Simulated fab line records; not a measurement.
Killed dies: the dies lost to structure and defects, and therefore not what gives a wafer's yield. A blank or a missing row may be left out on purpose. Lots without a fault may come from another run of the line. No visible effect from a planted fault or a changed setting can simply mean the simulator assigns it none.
8D (eight disciplines) problem report, filled in by code	flow n5Finfet	the parts of the form that need people (team, actions taken, sign-off) are left out

1. THE PROBLEM
IOFF_N at N5_BEOL_M4_RC_MEAS_101 reads a mean of 0.298 nA/um on 1 wafer of 1 lot; wafers without a fault read 0.168 nA/um with a standard deviation of 0.03. Relative to the usual mean, that is a shift of +4.3 standard deviations.
The first sign was on wafer L958.1 at day 10 00:07, on prober-02. The record holds 27 wafers of 9 lots with a number at this step. The rule behind "out" and "out of limits": a value lying over 4 standard deviations away from the usual mean. The other wafers with a number count as sound.

2. WHAT THIS IS AND IS NOT
question	is	is not
which readings at this step	IOFF_N	IOFF_P, ION_P, SS_N, VT_P
which lots	L958	L948, L950, L952, L953, L954, L956, L957, L970
which wafers of those lots	L958.1	L958.2, L958.3
read on which gauges	prober-02	prober-01
when	from day 10 00:07	up to then (23 sound wafers); but 3 sound wafers of L970 came after

3. WHAT RULES OUT EACH SUSPECT
Counting: a tool at a process step up to the reading stays a suspect if it ran every lot that is out. Sound lots after the first of them don't rule it out here, since some wafers of a struck lot are sound.
- the gauge at N5_BEOL_M4_RC_MEAS_101: ruled out. All the wafers that are out were read on prober-02, but those of them that N5_PASSIVATION_PROBE_49 has rows for are out there too, on other tools.
- rieDiel-06 at N5_SD_EPI_N_ETCHBACK_44 (etches SiNx in CH3F/O2, stops on SiO2, target depth 14.5 nm): kept. The lot that is out, L958, ran on it at day 5 18:58; the last sound lot it ran before that was L957, at day 5 09:14.
- rieDiel-06, N5_SD_EPI_N_ETCHBACK_44: wafers that are out in chamber 3, sound lot-mates in chambers 0, 2.
Remaining after the count: rieDiel-06 at N5_SD_EPI_N_ETCHBACK_44.

4. THE CAUSE (what the simulator had put in)
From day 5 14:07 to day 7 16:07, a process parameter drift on rieDiel-06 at N5_SD_EPI_N_ETCHBACK_44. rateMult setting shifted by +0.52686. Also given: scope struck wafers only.
This tool alone remained once counting was done.

5. THE CHAIN OF EFFECTS, in route order
Each row: a reading whose mean over the struck wafers that have a number lies more than 3 standard deviations from the usual. Readings are gone through only where the record gives a usual standard deviation; hours: the median, over the lots, of the time from a lot's start at the first step in this table giving one to that lot's start at this step; sigmas: the change measured in usual standard deviations.
hours	step	reading	usual	on struck wafers	change	sigmas
0	N5_BEOL_M4_RC_MEAS_101	DIBL_N	36.8 mV/V	41.4	+4.6	+3.1
0	N5_BEOL_M4_RC_MEAS_101	IOFF_N	0.168 nA/um	0.298	+0.130	+4.3
102	N5_PASSIVATION_PROBE_49	sort_bin_4_leakage	0.00 %	0.34	+0.34	+49
It contains these process steps:
- N5_PASSIVATION_PROBE_49
Later measuring or inspecting steps at which every struck wafer that the step has a row for has a number for every such reading, and none has moved that far: N5_PASSIVATION_OVL_MEAS_60.

6. HOW IT WOULD HAVE BEEN CAUGHT EARLIER
Counted from the fault's start at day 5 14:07, it took 106 hours until the first out-of-limits reading at a measuring or inspecting step in this record, taken at day 10 00:07.
Tool readings at N5_SD_EPI_N_ETCHBACK_44 with a usual standard deviation given in the record: none out on any struck wafer, hence no alarm at a limit of 4 standard deviations on them.
Lots out: 1; all had begun N5_SD_EPI_N_ETCHBACK_44 on rieDiel-06 by day 10 00:07. Tool hold at that time: it would have spared none of them.
